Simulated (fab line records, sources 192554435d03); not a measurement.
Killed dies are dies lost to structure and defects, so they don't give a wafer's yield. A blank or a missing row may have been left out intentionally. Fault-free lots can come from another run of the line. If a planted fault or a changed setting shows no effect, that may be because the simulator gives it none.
3 desks looking at one fault -- flow n5_finfet -- each desk holds nothing but its own numbers, with what lay behind them at the end

== THE DEFECT DESK ==
For each lot, the counts of the inspections along the route, averaged over the sampled wafers that have a number. Any lot whose mean is over 4 standard deviations away from the usual mean is out of limits and marked OUT; that distance is given in the brackets.
Columns: A = raw_defect_count at N5_FIN_SAQP_INSPECT_18, usual 438
lot,first seen here,A
L709,day 2 09:44,456
L713,day 3 11:40,533
L724,day 6 04:22,452
L726,day 6 18:16,390
L728,day 7 05:23,258
L730,day 7 18:03,377
Result from this desk: across the 6 lots, nothing is out of limits.

== THE METROLOGY DESK ==
Means of the sampled wafers that have a number, per lot and without regard to the tool the lot ran on: this is what the gauges read. Any lot whose mean is over 4 standard deviations away from the usual mean is out of limits and marked OUT; that distance is given in the brackets. Of its 12 readings 7 are shown: those that lie furthest out on some lot.
Columns: A = cd_nm at N5_FIN_SAQP_CD_MEAS_16, usual 35.53 nm; B = FIN_CORE_OVL at N5_FIN_SAQP_OVL_MEAS_17, usual 0.2 nm; C = DIBL_N at N5_BEOL_M4_RC_MEAS_101, usual 35.9 mV/V; D = ION_N at N5_BEOL_M4_RC_MEAS_101, usual 672 uA/um; E = SS_N at N5_BEOL_M4_RC_MEAS_101, usual 71.5 mV/dec; F = VT_N at N5_BEOL_M4_RC_MEAS_101, usual 250.4 mV; G = VT_P at N5_BEOL_M4_RC_MEAS_101, usual -250.5 mV
lot,first seen here,A,B,C,D,E,F,G
L709,day 2 09:40,35.64,0.9,33.2,665,71.4,251.3,-250.5
L713,day 3 11:37,35.32,-0.4,36.7,676,72.2,248.8,-249.9
L724,day 6 04:19,35.73,-0.3,35.4,672,71.2,249.7,-254.4
L726,day 6 18:12,35.81,0.4,34.2,666,70.8,251.6,-247.8
L728,day 7 05:19,35.50,1.5,36.1,676,71.7,248.8,-250.3
L730,day 7 17:59,35.83,1.8,36.5,684,71.3,247.3,-248.6
Result from this desk: across the 6 lots, nothing is out of limits.

== AT THE TOOL OWNER'S DESK: rie_diel-06 ==
The tool's own readings at N5_FIN_SAQP_DESCUM_21 (chemistry O2, time 7.9 s): means of the sampled wafers that have a number, for each lot that ran on this tool. Any lot whose mean is over 4 standard deviations away from the usual mean is out of limits and marked OUT; that distance is given in the brackets.
Columns: A = bias_power_w at N5_FIN_SAQP_DESCUM_21, usual 20.00 W; B = drypump_motor_current_A at N5_FIN_SAQP_DESCUM_21, usual 5.9 A; C = oes_product_au at N5_FIN_SAQP_DESCUM_21, usual 0.76 a.u.; D = rf_vpp_V at N5_FIN_SAQP_DESCUM_21, usual 242.8 V; E = showerhead_plenum_p_Torr at N5_FIN_SAQP_DESCUM_21, usual 2.06 Torr; F = throttle_valve_pct at N5_FIN_SAQP_DESCUM_21, usual 20.51 %
lot,first seen here,A,B,C,D,E,F
L709,day 2 10:13,19.92,5.5,0.75,241.9,2.00,20.43
L724,day 6 04:59,19.99,5.8,0.82,243.9,2.15,20.37
L726,day 6 18:22,19.96,5.9,0.81,244.7,2.15,20.38
Result from this desk: across the 3 lots, nothing is out of limits.

== TAKEN TOGETHER ==
Nothing the defect desk looked at was out of limits.
At the metrology desk, nothing out of limits was observed.
The desk of the tool owner found nothing out of limits.

== WHAT THE SIMULATOR HAD PUT IN ==
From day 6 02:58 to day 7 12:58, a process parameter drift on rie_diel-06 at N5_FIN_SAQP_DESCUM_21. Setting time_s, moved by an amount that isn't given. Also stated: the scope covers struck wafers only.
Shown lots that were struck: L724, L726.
